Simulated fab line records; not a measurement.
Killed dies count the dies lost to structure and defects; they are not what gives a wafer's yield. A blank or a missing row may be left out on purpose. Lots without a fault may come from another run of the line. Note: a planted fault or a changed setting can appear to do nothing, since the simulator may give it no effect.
fab line records	flow n5Finfet
record: lots: 10	wafers: 30	lastDay: 17
route steps=1938 shown BEOL_M15@1805 MIM_BOT_ETCH@1868 TV_LITHO@1886 PASSIVATION@1936
lots with no fault: from the same line, run without faults
startH: the number of hours between the record's first day and the start of the first shown wafer of the lot	waitH: time in hours since the lot's previous step	" the same as in the row above	L1.1+2: a single row standing in for several wafers	- value missing, or start not given	* or withheld: withheld	< > ~ a bound
route shown NAME@n: names a module that has steps shown in the file, with the first one's number in the route	usual: mean/standard deviation of fault-free wafers	same: alike in all rows	chamber/n: place in a boat	sites: readings site by site	_std_site: their standard deviation	_edge_site: mean of outer sites minus mean of inner sites	radiusMm: for every site, how far away it sits from the centre of the wafer	mask NAME#n: copy n	behind: the most recent tool/chamber to have shaped the wafer	hold: reason for holding the lot/hours on hold/outcome of the hold	device: whichever transistor did not switch (one of n, p or np)	end of line: the same wafers' tests at the end of the route	a step without rows: its recipe alone	killed: count of dies lost to structure and defects at first sort (not the wafer's yield)	map: a wafer's dies, x killed, . not, _ none there
set.NAME: the run value of the setting; set.NAME@STEP: its run value at that earlier step	model.NAME: the simulator's own value behind a step, which no gauge read
route steps across a sampled set of lots; one table per step, one row per wafer
services: when a tool's chamber went out of use (startH, in hours from the record's first day, below 0 if earlier), for how many hours, and the reason
== steps ==
step: N5_BEOL_M15_OVL_MEAS_29
recipe: pointsPerWafer: 44
usual: M15_OVL: 0/5.8
lot.wafer	tool	chamber	startH	waitH	M15_OVL[nm]
L322.2	overlay-02	0	251.60	0.0	7
L322.3	"	0	"	"	6
L322.6	"	0	"	"	14
L323.3	overlay-01	0	269.16	0.0	-4
L323.4	"	0	"	"	-9
L323.6	"	0	"	"	2
L328.2	overlay-02	0	303.32	0.0	8
L328.3	"	0	"	"	12
L328.6	"	0	"	"	7
L329.1	overlay-01	0	315.64	0.0	2
L329.2	"	0	"	"	-15
L329.4	"	0	"	"	-12
L330.1	overlay-01	0	317.28	0.0	3
L330.2	"	0	"	"	-5
L330.3	"	0	"	"	0
L335.3	overlay-02	0	339.96	0.0	-1
L335.5	"	0	"	"	-1
L335.6	"	0	"	"	0
L337.2	overlay-02	0	347.26	0.0	5
L337.5	"	0	"	"	-4
L337.6	"	0	"	"	-8
L340.1	overlay-01	0	372.63	0.0	-2
L340.2	"	0	"	"	2
L340.6	"	0	"	"	3
L343.1	overlay-02	0	384.07	0.0	-3
L343.2	"	0	"	"	-1
L343.5	"	0	"	"	-7
L341.1	overlay-02	0	385.85	0.0	-4
L341.2	"	0	"	"	-5
L341.4	"	0	"	"	-6
step: N5_BEOL_M15_SPUTTER_43
recipe: material: TaN	targetThkA: 150	tempC: 50	biasV: 168.6	powerW: 15000	chamberPressurePa: 0.12	timeS: 24.19
usual: cathodeDcPowerW: 15000/2.3	throttleValvePct: 30.1/0.41
lot.wafer	tool	chamber	startH	waitH	cathodeDcPowerW	throttleValvePct
L322.2	pvdSputter-01	-	254.22	0.0	15002	30.7
L322.3	"	-	"	"	14998	29.7
L322.6	"	-	"	"	15002	30.7
L323.3	pvdSputter-03	-	271.83	0.0	15002	30.7
L323.4	"	-	"	"	14999	29.7
L323.6	"	-	"	"	15000	29.9
L328.2	pvdSputter-03	-	306.04	0.0	14999	29.5
L328.3	"	-	"	"	15000	30.0
L328.6	"	-	"	"	14999	30.0
L329.1	pvdSputter-03	-	317.08	0.0	14996	29.8
L329.2	"	-	"	"	14999	29.8
L329.4	"	-	"	"	15003	30.2
L330.1	pvdSputter-03	-	318.32	0.0	15000	30.5
L330.2	"	-	"	"	14999	29.9
L330.3	"	-	"	"	14998	30.0
L335.3	pvdSputter-03	-	346.17	0.0	15002	30.5
L335.5	"	-	"	"	15001	30.3
L335.6	"	-	"	"	14998	30.2
L337.2	pvdSputter-01	-	349.96	0.0	15007	30.8
L337.5	"	-	"	"	15001	30.9
L337.6	"	-	"	"	15000	29.5
L340.1	pvdSputter-01	-	377.25	0.0	14998	30.8
L340.2	"	-	"	"	15004	29.8
L340.6	"	-	"	"	15003	29.7
L343.1	pvdSputter-02	-	385.03	0.0	15000	30.2
L343.2	"	-	"	"	15002	30.2
L343.5	"	-	"	"	14999	30.8
L341.1	pvdSputter-03	-	386.69	0.0	15004	30.2
L341.2	"	-	"	"	15000	29.7
L341.4	"	-	"	"	14999	30.3
step: N5_MIM_BOT_ETCH_ETCH_00
recipe: chemistry: Cl2/BCl3	target: TiN	targetDepthA: 455	ionEnergyEv: 150	pressureMtorr: 10	icpW: 1000	biasW: 126	Cl2_flow_sccm: 53.25	bcl3FlowSccm: 21.75	Ar_flow_sccm: 25
usual: biasW: 126.0/0.35	chamberPressureMTorr: 10.000/0.0098	drypumpMotorCurrentA: 5.99/0.24	heBacksideLeakSccm: 3.38/0.19	oes_ar_750_au: 0.78/0.11	oesProductAu: 0.79/0.11	throttleValvePct: 22.03/0.13
lot.wafer	tool	chamber	startH	waitH	biasW	chamberPressureMTorr	drypumpMotorCurrentA	heBacksideLeakSccm	oes_ar_750_au	oesProductAu	rfHoursCounterH	throttleValvePct
L322.2	rieMetal-01	0	259.66	0.1	126.5	10.008	6.38	3.35	0.76	0.75	46	22.03
L322.3	"	0	"	"	126.5	9.982	6.38	3.37	0.75	0.75	-	22.03
L322.6	"	1	"	"	126.3	10.002	5.71	3.18	0.62	0.62	-	21.97
L323.3	rieMetal-01	0	278.10	0.1	126.2	9.997	6.37	3.76	0.75	0.74	-	22.04
L323.4	"	1	"	"	126.0	9.994	5.73	3.32	0.62	0.61	-	21.98
L323.6	"	1	"	"	125.3	10.016	5.72	3.37	0.61	0.62	-	21.97
L328.2	rieMetal-01	0	316.86	0.1	126.4	10.003	6.37	3.52	0.75	0.73	50	22.05
L328.3	"	0	"	"	126.1	9.991	6.41	3.50	0.74	0.74	-	22.05
L328.6	"	0	"	"	126.7	9.991	6.39	3.69	0.74	0.74	-	22.05
L329.1	rieMetal-03	0	323.31	0.1	126.2	10.006	5.78	3.56	0.92	0.93	8	22.17
L329.2	"	1	"	"	125.8	9.993	6.10	3.35	0.80	0.81	37	21.81
L329.4	"	0	"	"	126.4	9.999	5.77	3.74	0.93	0.93	-	22.17
L330.1	rieMetal-01	0	326.71	0.1	163.5	9.993	6.42	3.54	0.74	0.78	51	21.94
L330.2	"	1	"	"	126.1	9.993	5.74	3.59	0.61	0.62	110	21.99
L330.3	"	1	"	"	126.1	9.993	5.75	3.42	0.61	0.61	-	21.98
L335.3	rieMetal-02	0	352.27	0.1	126.3	10.014	6.09	3.10	0.88	0.91	-	22.17
L335.5	"	1	"	"	125.7	9.994	5.83	3.39	0.70	0.70	-	22.04
L335.6	"	0	"	"	125.9	10.008	6.05	3.08	0.88	0.91	-	22.16
L337.2	rieMetal-02	1	357.00	0.1	125.5	10.003	5.81	3.53	0.69	0.70	73	22.02
L337.5	"	0	"	"	125.6	10.002	6.12	3.16	0.88	0.89	-	22.16
L337.6	"	1	"	"	125.1	10.002	5.82	3.54	0.69	0.69	-	22.04
L340.1	rieMetal-03	0	387.20	0.1	125.6	9.993	5.79	3.40	0.89	0.90	13	22.18
L340.2	"	1	"	"	125.5	10.007	6.15	3.36	0.79	0.79	42	21.84
L340.6	"	0	"	"	126.1	10.003	5.76	3.55	0.89	0.90	-	22.18
L343.1	rieMetal-03	0	393.58	0.1	126.1	10.019	5.79	3.58	0.88	0.90	14	22.18
L343.2	"	1	"	"	125.7	9.980	6.13	3.18	0.78	0.79	42	21.84
L343.5	"	1	"	"	125.9	10.018	6.10	3.36	0.78	0.79	-	21.84
L341.1	rieMetal-02	1	396.58	0.1	125.9	10.004	5.83	3.53	0.69	0.69	76	22.03
L341.2	"	0	"	"	125.9	10.017	6.04	3.13	0.87	0.88	15	22.17
L341.4	"	0	"	"	126.1	10.002	6.10	3.07	0.86	0.88	-	22.16
step: N5_PASSIVATION_DESCUM_12
recipe: chemistry: O2	timeS: 7.9	sourcePowerW: 50	biasPowerW: 20	pressureMtorr: 20	rfFrequencyHz: 2.712e+07	tempC: 40	o2FlowSccm: 225
usual: chamberPressureMTorr: 20.000/0.016	drypumpMotorCurrentA: 5.7/0.4	oesProductAu: 0.80/0.078	rfVppV: 243.1/1.1	showerheadPlenumPTorr: 2.09/0.042	tempC: 40.00/0.12	throttleValvePct: 20.40/0.29
lot.wafer	tool	chamber	startH	waitH	chamberPressureMTorr	drypumpMotorCurrentA	oesProductAu	rfHoursCounterH	rfVppV	showerheadPlenumPTorr	tempC	throttleValvePct
L322.2	rieDiel-01	1	261.28	0.5	20.008	5.7	0.82	102	243.7	2.12	39.79	20.44
L322.3	"	3	"	"	19.994	5.2	0.94	21	242.4	2.13	39.82	20.10
L322.6	"	3	"	"	20.017	5.2	0.93	-	243.4	2.13	39.95	20.10
L323.3	rieDiel-01	2	280.23	0.9	19.964	5.7	0.82	88	242.5	2.03	40.10	20.18
L323.4	"	3	"	"	20.007	5.2	0.92	29	242.8	2.13	39.86	20.11
L323.6	"	3	"	"	20.008	5.2	0.92	-	244.8	2.13	39.95	20.10
L328.2	rieDiel-05	1	318.18	0.1	20.004	6.2	0.76	125	244.1	2.10	40.11	20.80
L328.3	"	3	"	"	20.011	5.4	0.72	201	243.8	2.07	40.30	20.96
L328.6	"	0	"	"	20.011	5.7	0.96	-	242.7	2.07	40.16	20.45
L329.1	rieDiel-01	0	324.95	0.1	19.997	5.6	0.72	185	244.2	2.09	40.02	20.50
L329.2	"	3	"	"	19.983	5.1	0.89	46	243.2	2.12	39.96	20.12
L329.4	"	1	"	"	19.993	5.7	0.80	123	242.9	2.11	39.80	20.47
L330.1	rieDiel-03	3	327.98	0.0	20.015	6.2	0.83	89	244.0	2.12	40.07	20.37
L330.2	"	0	"	"	19.983	6.2	0.73	178	242.4	2.00	40.08	20.22
L330.3	"	1	"	"	19.999	6.2	0.70	208	243.3	2.17	39.97	20.49
L335.3	rieDiel-01	3	353.42	0.0	20.016	5.2	0.86	57	243.2	2.12	39.95	20.15
L335.5	"	3	"	"	19.963	5.2	0.86	-	243.5	2.12	39.89	20.16
L335.6	"	0	"	"	19.996	5.6	0.72	-	243.0	2.08	39.97	20.52
L337.2	rieDiel-05	1	358.39	0.1	20.024	6.2	0.76	138	243.8	2.10	40.20	20.82
L337.5	"	1	"	"	19.984	6.2	0.76	-	244.2	2.10	40.13	20.84
L337.6	"	0	"	"	19.993	5.7	0.92	-	243.6	2.06	39.76	20.49
L340.1	rieDiel-05	3	388.42	0.1	20.004	5.4	0.71	216	242.4	2.07	40.02	20.98
L340.2	"	2	"	"	20.010	5.0	0.83	78	244.0	2.12	40.10	19.92
L340.6	"	1	"	"	19.995	6.3	0.75	-	243.5	2.10	39.89	20.85
L343.1	rieDiel-03	2	396.62	0.2	19.993	5.4	0.70	209	243.2	2.07	40.16	20.43
L343.2	"	3	"	"	19.999	6.2	0.80	113	243.3	2.12	40.12	20.42
L343.5	"	2	"	"	20.011	5.4	0.70	-	243.1	2.07	40.18	20.45
L341.1	rieDiel-03	0	397.83	0.0	19.985	6.2	0.72	192	240.5	1.99	39.65	20.22
L341.2	"	2	"	"	19.997	5.4	0.69	209	243.6	2.07	40.00	20.43
L341.4	"	3	"	"	20.001	6.2	0.80	113	243.8	2.12	39.76	20.42
step: N5_PASSIVATION_PROBE_49
usual: defectLimitedYield: 91.3/1.3	killed_at_M0_to_M3: 33/8.9	killed_at_M4_up: 15/5.4	killedAtContacts: 13/5.8	killedAtFrontEnd: 39/9.9	killedAtOther: 3.2/2.9	killedDies: 102/15	killedOpen: 68/12	killedShort: 34/7.6	sort_bin_5_function: 5.1/0.89	sort_bin_6_memory: 3.2/0.63	sort_bin_8_speed: 0.00/0.007	sortNPass: 1078/15	sortYieldPct: 91.3/1.3
same: grossDies: 1180	killedAtBackSide: 0	sort_bin_4_leakage[%]: 0
lot.wafer	tool	chamber	startH	waitH	defectLimitedYield[%]	killed_at_M0_to_M3	killed_at_M4_up	killedAtContacts	killedAtFrontEnd	killedAtOther	killedDies	killedOpen	killedShort	sort_bin_5_function[%]	sort_bin_6_memory[%]	sort_bin_8_speed[%]	sortNPass	sortYieldPct[%]
L322.2	prober-02	-	268.61	0.1	90.0	33	15	15	55	0	118	88	30	5.9	3.9	0	1062	90.0
L322.3	prober-02	-	268.66	0.1	89.9	28	20	22	48	1	119	84	35	5.2	4.6	0	1061	89.9
L322.6	prober-02	-	268.81	0.3	92.4	17	27	11	35	0	90	63	27	4.7	3.0	0	1090	92.4
L328.2	prober-01	-	324.75	0.1	92.5	29	11	12	36	0	88	54	33	5.1	2.2	0	1092	92.5
L328.3	prober-01	-	324.80	0.1	94.4	25	6	4	29	2	66	42	24	3.8	1.8	0	1114	94.4
L328.6	prober-01	-	324.95	0.3	93.0	24	7	20	28	4	83	55	27	4.5	2.3	0	1097	93.0
L329.1	prober-01	-	331.56	0.0	89.7	31	14	13	59	5	122	86	36	6.7	3.1	0	1058	89.7
L329.2	prober-01	-	331.61	0.1	92.2	26	21	3	40	2	92	54	38	4.0	3.5	0	1088	92.2
L329.4	prober-01	-	331.71	0.2	90.2	39	18	13	45	1	116	82	34	5.5	4.1	0	1064	90.2
L330.1	prober-01	-	335.09	0.0	92.4	16	30	9	31	4	90	64	26	4.9	2.2	0	1090	92.4
L330.2	prober-01	-	335.14	0.1	91.4	38	14	12	26	11	101	62	37	4.8	3.4	0.08	1078	91.4
L330.3	prober-01	-	335.19	0.1	93.0	22	18	12	28	3	83	52	29	4.1	2.8	0	1097	93.0
L335.3	prober-02	-	360.31	0.1	89.9	41	12	9	57	0	119	72	46	4.7	5.0	0	1061	89.9
L335.5	prober-02	-	360.41	0.2	91.0	26	22	15	43	0	106	69	37	4.7	3.8	0	1074	91.0
L335.6	prober-02	-	360.46	0.3	90.7	33	8	10	59	0	110	58	52	5.3	3.6	0	1070	90.7
L337.2	prober-02	-	364.78	0.1	90.0	40	14	23	40	1	118	89	28	6.2	3.7	0	1062	90.0
L337.5	prober-02	-	364.93	0.2	89.8	42	15	15	48	0	120	75	44	6.0	3.6	0	1060	89.8
L337.6	prober-02	-	364.98	0.3	89.5	45	13	18	45	3	124	87	34	5.3	4.7	0	1056	89.5
L341.1	prober-01	-	405.58	0.0	87.5	42	19	34	53	0	148	93	54	7.8	4.4	0	1032	87.5
L341.2	prober-01	-	405.63	0.1	90.2	30	19	17	48	2	116	74	42	5.2	4.4	0	1064	90.2
L341.4	prober-01	-	405.73	0.2	89.1	47	18	17	46	1	129	98	30	6.7	4.2	0	1051	89.1
killed by level:class
L322.2 MOL_CONTACT_COAG:geometricParticle:open=14 DUMMY_GATE:geometricParticle:open=13 BEOL_M1:geometricParticle:open=13 STI_FIN_REVEAL:geometricParticle:open=9 BEOL_M4:geometricParticle:open=9 GATE_CUT:geometricParticle:short=9 FIN_SAQP:geometricParticle:short=8 BEOL_M2:geometricParticle:open=7
L322.3 STI_FIN_REVEAL:geometricParticle:open=21 MOL_CONTACT_COAG:geometricParticle:open=15 BEOL_M4:geometricParticle:open=14 GATE_CUT:geometricParticle:short=8 MOL_CONTACT_COAG:geometricParticle:short=7 BEOL_M0_SAQP:geometricParticle:open=6 BEOL_M2:geometricParticle:open=6 DUMMY_GATE:geometricParticle:open=4
L322.6 BEOL_M4:geometricParticle:open=20 STI_FIN_REVEAL:geometricParticle:open=10 MOL_CONTACT_COAG:geometricParticle:open=10 FIN_SAQP:geometricParticle:short=7 BEOL_M0_SAQP:geometricParticle:open=6 DUMMY_GATE:geometricParticle:open=4 GATE_CUT:geometricParticle:short=3 STARTING-WAFER:geometricParticle:short=3
L328.2 STI_FIN_REVEAL:geometricParticle:open=10 MOL_CONTACT_COAG:geometricParticle:open=8 BEOL_M0_SAQP:geometricParticle:short=8 BEOL_M2:geometricParticle:open=6 FIN_SAQP:geometricParticle:short=5 STI_FIN_REVEAL:geometricParticle:short=5 MOL_CONTACT_COAG:geometricParticle:short=4 BEOL_M1:geometricParticle:open=4
L328.3 STI_FIN_REVEAL:geometricParticle:open=8 BEOL_M3:geometricParticle:open=7 FIN_SAQP:geometricParticle:short=6 BEOL_M2:geometricParticle:open=6 BEOL_M0_SAQP:geometricParticle:short=5 BEOL_M0_SAQP:geometricParticle:open=4 FIN_SAQP:geometricParticle:open=3 GATE_CUT:geometricParticle:short=3
L328.6 MOL_CONTACT_COAG:geometricParticle:open=12 MOL_CONTACT_COAG:geometricParticle:short=8 BEOL_M1:geometricParticle:open=8 BEOL_M2:geometricParticle:open=7 FIN_SAQP:geometricParticle:open=5 STI_FIN_REVEAL:geometricParticle:short=4 STI_FIN_REVEAL:geometricParticle:open=4 DUMMY_GATE:geometricParticle:open=4
L329.1 STI_FIN_REVEAL:geometricParticle:open=15 MOL_CONTACT_COAG:geometricParticle:open=11 FIN_SAQP:geometricParticle:short=10 FIN_SAQP:geometricParticle:open=9 DUMMY_GATE:geometricParticle:open=9 BEOL_M2:geometricParticle:open=8 BEOL_M4:geometricParticle:open=8 BEOL_M3:geometricParticle:open=5
L329.2 BEOL_M4:geometricParticle:open=7 DUMMY_GATE:geometricParticle:open=6 BEOL_M0:geometricParticle:open=6 FIN_SAQP:geometricParticle:short=5 STI_FIN_REVEAL:geometricParticle:open=5 GATE_CUT:geometricParticle:short=5 FIN_SAQP:geometricParticle:open=4 FIN_CUT:geometricParticle:short=4
L329.4 BEOL_M3:geometricParticle:open=13 STI_FIN_REVEAL:geometricParticle:open=9 FIN_SAQP:geometricParticle:short=8 MOL_CONTACT_COAG:geometricParticle:open=8 BEOL_M4:geometricParticle:open=8 FIN_SAQP:geometricParticle:open=6 GATE_CUT:geometricParticle:short=5 MOL_CONTACT_COAG:geometricParticle:short=5
L330.1 BEOL_M4:geometricParticle:open=15 STI_FIN_REVEAL:geometricParticle:open=9 MOL_CONTACT_COAG:geometricParticle:open=8 BEOL_M5:geometricParticle:open=5 DUMMY_GATE:geometricParticle:open=4 BEOL_M3:geometricParticle:open=4 STARTING-WAFER:geometricParticle:short=4 FIN_SAQP:geometricParticle:open=3
L330.2 BEOL_M0_SAQP:geometricParticle:open=10 BEOL_M4:geometricParticle:open=9 BEOL_M0_SAQP:geometricParticle:short=9 MOL_CONTACT_COAG:geometricParticle:open=9 STI_FIN_REVEAL:geometricParticle:open=7 BEOL_M3:geometricParticle:short=6 BEOL_M2:geometricParticle:open=5 FIN_SAQP:geometricParticle:open=4
L330.3 MOL_CONTACT_COAG:geometricParticle:open=12 BEOL_M0_SAQP:geometricParticle:short=8 FIN_SAQP:geometricParticle:open=6 BEOL_M0_SAQP:geometricParticle:open=6 ILD0:geometricParticle:short=4 STARTING-WAFER:geometricParticle:short=4 STI_FIN_REVEAL:geometricParticle:open=3 GATE_CUT:geometricParticle:short=3
L335.3 FIN_SAQP:geometricParticle:short=13 BEOL_M0_SAQP:geometricParticle:open=13 BEOL_M0_SAQP:geometricParticle:short=11 MOL_CONTACT_COAG:geometricParticle:open=9 STI_FIN_REVEAL:geometricParticle:open=8 GATE_CUT:geometricParticle:short=7 BEOL_M4:geometricParticle:open=7 BEOL_M3:geometricParticle:open=6
L335.5 MOL_CONTACT_COAG:geometricParticle:open=13 FIN_SAQP:geometricParticle:open=8 BEOL_M5:geometricParticle:open=8 FIN_SAQP:geometricParticle:short=7 STI_FIN_REVEAL:geometricParticle:open=7 BEOL_M0_SAQP:geometricParticle:short=7 BEOL_M3:geometricParticle:open=7 GATE_CUT:geometricParticle:short=4
L335.6 FIN_SAQP:geometricParticle:short=21 BEOL_M0_SAQP:geometricParticle:short=12 FIN_SAQP:geometricParticle:open=10 MOL_CONTACT_COAG:geometricParticle:open=9 BEOL_M0_SAQP:geometricParticle:open=8 STARTING-WAFER:geometricParticle:short=6 DUMMY_GATE:geometricParticle:open=5 GATE_CUT:geometricParticle:short=5
L337.2 MOL_CONTACT_COAG:geometricParticle:open=21 BEOL_M0_SAQP:geometricParticle:open=11 BEOL_M3:geometricParticle:open=11 STI_FIN_REVEAL:geometricParticle:open=10 FIN_SAQP:geometricParticle:short=8 BEOL_M2:geometricParticle:open=8 BEOL_M0_SAQP:geometricParticle:short=7 GATE_CUT:geometricParticle:open=5
L337.5 STI_FIN_REVEAL:geometricParticle:open=13 MOL_CONTACT_COAG:geometricParticle:open=12 BEOL_M0_SAQP:geometricParticle:short=12 BEOL_M0_SAQP:geometricParticle:open=9 BEOL_M3:geometricParticle:open=8 FIN_SAQP:geometricParticle:open=7 GATE_CUT:geometricParticle:short=6 BEOL_M2:geometricParticle:open=6
L337.6 MOL_CONTACT_COAG:geometricParticle:open=15 STI_FIN_REVEAL:geometricParticle:open=12 BEOL_M3:geometricParticle:open=12 BEOL_M0_SAQP:geometricParticle:open=10 BEOL_M1:geometricParticle:open=7 FIN_SAQP:geometricParticle:open=6 FIN_SAQP:geometricParticle:short=5 STI_FIN_REVEAL:geometricParticle:short=5
L341.1 MOL_CONTACT_COAG:geometricParticle:open=26 BEOL_M1:geometricParticle:open=12 BEOL_M4:geometricParticle:short=11 DUMMY_GATE:geometricParticle:open=10 MOL_CONTACT_COAG:geometricParticle:short=8 STI_FIN_REVEAL:geometricParticle:open=7 FIN_SAQP:geometricParticle:short=6 FIN_SAQP:geometricParticle:open=6
L341.2 MOL_CONTACT_COAG:geometricParticle:open=13 BEOL_M2:geometricParticle:open=8 STI_FIN_REVEAL:geometricParticle:open=8 FIN_SAQP:geometricParticle:open=6 DUMMY_GATE:geometricParticle:open=6 BEOL_M3:geometricParticle:open=6 BEOL_M4:geometricParticle:open=6 ILD0:geometricParticle:short=5
L341.4 BEOL_M3:geometricParticle:open=21 DUMMY_GATE:geometricParticle:open=13 MOL_CONTACT_COAG:geometricParticle:open=12 FIN_SAQP:geometricParticle:open=6 BEOL_M0:geometricParticle:open=6 BEOL_M2:geometricParticle:open=6 BEOL_M4:geometricParticle:open=6 STI_FIN_REVEAL:geometricParticle:open=5
== services ==
tool	chamber	startH	hours	kind
rieDiel-01	-	232.90	2.8	pm
rieDiel-03	2	248.66	32.5	repair
rieDiel-05	-	255.94	4.4	repair
rieDiel-03	3	261.12	1.6	repair
rieDiel-05	0	261.54	-	clean
rieDiel-05	0	261.54	-	consumableReplace:focusRing
rieDiel-05	0	261.54	20.1	scheduledDown
rieDiel-05	0	261.54	20.1	ventCycle
rieDiel-05	-	265.35	34.4	repair
rieMetal-02	-	290.93	2.8	pm
pvdSputter-03	-	338.38	2.8	repair
rieDiel-03	1	349.49	7.0	repair
rieDiel-05	3	353.07	7.0	repair
rieMetal-01	1	356.72	-	clean
rieMetal-01	1	356.72	34.2	scheduledDown
rieMetal-01	1	356.72	34.2	ventCycle
== key ==
firstSign: step: N5_MIM_BOT_ETCH_ETCH_00	reading: biasW	direction: up	sigmas: 99+	usual: *	struck: *
effect none on later readings
metAt N5_MIM_BOT_ETCH_ETCH_00
struckLots L330
struckWafers L330.1
notActingAt N5_BEOL_M15_OVL_MEAS_29,N5_BEOL_M15_SPUTTER_43,N5_PASSIVATION_DESCUM_12
onsetBetween 316.86 326.71
fault: kind: processParameterDrift	tool: rieMetal-01	chamber: 0	onsetH: 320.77	steps: N5_MIM_BOT_ETCH_ETCH_00	channel: biasW	offset: *	shape: step	endH: 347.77	actsIn: *	stated: *
